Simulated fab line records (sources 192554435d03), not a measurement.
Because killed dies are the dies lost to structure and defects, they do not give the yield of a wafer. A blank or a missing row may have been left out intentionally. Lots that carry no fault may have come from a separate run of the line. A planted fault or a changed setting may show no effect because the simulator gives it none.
Which tool is to blame? | flow n5Finfet | at 1 step of a route of 1938, 11 lots with 32 wafers sampled

## WHAT THE GAUGES SHOWED, per wafer
N5_BEOL_M13_CD_MEAS_10: the cd target is 190 nm.
lot  | measured     | on       | cdNm (nm)
L701 | day 10 19:33 | cdSem-03 | 186.5 187.9 188.9
L702 | day 11 04:09 | cdSem-02 | 188.9 189.9 190.6
L708 | day 12 16:23 | cdSem-03 | 189.5 190.8 188.1
L709 | day 13 04:51 | cdSem-03 | 188.7 187.8 187.3
L714 | day 13 23:44 | cdSem-03 | 188.4 188.5 189.3
L718 | day 15 15:17 | cdSem-01 | 191.4 190.2 188.9
L719 | day 15 22:55 | cdSem-02 | 191.5 189.6 191.6
L723 | day 16 17:37 | cdSem-02 | 187.9 189.0 190.5
L721 | day 17 06:41 | cdSem-01 | 191.0 189.3 191.2
L722 | day 17 07:03 | cdSem-03 | 188.9 192.4
L724 | day 17 19:16 | cdSem-03 | 189.4 190.3 187.9

## WHAT TOOL EACH LOT RAN ON (gives the tool, then ch and the chambers of the sampled wafers, and finally the start)
Record: no process step prior to these readings.

## THE ANSWER, worked out from the rows above alone
Rule: what is usual is taken from the lots themselves. The widest of any qualifying gaps counts: lots, ordered by their means at a reading, are off when they make up no more than a third of the lots, leave a main group of 4 or more, and stand apart from it by 3 or more times the standard deviation of that group's means. If all means in a main group match to the digits the tables above print for the reading, that group is not used. Also off: a lot with no number at a reading for which 4 or more lots have one. The other lots that the step has rows for count as sound.
No lot is off on any of the readings shown, so nothing can be concluded from this.

## WHAT THE SIMULATOR HAD PUT IN
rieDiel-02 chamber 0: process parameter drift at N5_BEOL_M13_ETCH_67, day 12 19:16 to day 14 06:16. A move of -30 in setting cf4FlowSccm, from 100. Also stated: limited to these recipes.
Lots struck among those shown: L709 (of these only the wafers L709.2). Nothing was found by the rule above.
